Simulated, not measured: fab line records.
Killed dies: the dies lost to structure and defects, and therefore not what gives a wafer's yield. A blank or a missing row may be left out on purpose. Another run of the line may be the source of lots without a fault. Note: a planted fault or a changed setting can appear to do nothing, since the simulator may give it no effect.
The same fault as seen by 2 desks :: flow n5Finfet :: numbers are kept per desk, each desk with only its own; the story behind them comes last

## FOR THE TOOL OWNER'S DESK: arfiScanner-03
The tool's own readings at N5_BEOL_M10_EXPOSE_08 (exposes mask M10): means of the sampled wafers that have a number, for each lot that ran on this tool. If a lot's mean is further than 4 standard deviations from the usual mean, the lot is out of limits and carries the mark OUT (the distance appears in the brackets).
Columns: A = exposureDoseMJCm2 at N5_BEOL_M10_EXPOSE_08, usual 53.73
lot: L498
first seen here: day 11 12:41
A: 53.74

lot: L496
first seen here: day 11 15:48
A: 53.77

lot: L513
first seen here: day 14 19:23
A: 53.77

lot: L516
first seen here: day 15 22:08
A: 53.79
This desk found nothing out of limits on any of the 4 lots.

## THE DEFECT DESK
Per lot, the means of the sampled wafers with a number show what the inspections along the route counted. If a lot's mean is further than 4 standard deviations from the usual mean, the lot is out of limits and carries the mark OUT (the distance appears in the brackets).
Columns: A = rawDefectCount at N5_BEOL_M9_INSPECT_58, usual 66
lot: L495
first seen here: day 10 15:17
A: 77

lot: L498
first seen here: day 11 09:43
A: 85

lot: L496
first seen here: day 11 14:07
A: 59

lot: L502
first seen here: day 12 14:24
A: 60

lot: L503
first seen here: day 12 16:40
A: 67

lot: L504
first seen here: day 12 23:16
A: 65

lot: L506
first seen here: day 13 15:44
A: 72

lot: L513
first seen here: day 14 17:42
A: 64

lot: L512
first seen here: day 14 19:55
A: 91

lot: L514
first seen here: day 14 20:25
A: 45

lot: L511
first seen here: day 14 20:41
A: 39

lot: L516
first seen here: day 15 18:37
A: 77

lot: L515
first seen here: day 15 19:04
A: 66

lot: L517
first seen here: day 16 04:09
A: 104
This desk found nothing out of limits on any of the 14 lots.

## ALL TOGETHER
Nothing out of limits was seen by the tool owner's desk.
Nothing the defect desk looked at was out of limits.

## WHAT THE SIMULATOR HAD INSERTED
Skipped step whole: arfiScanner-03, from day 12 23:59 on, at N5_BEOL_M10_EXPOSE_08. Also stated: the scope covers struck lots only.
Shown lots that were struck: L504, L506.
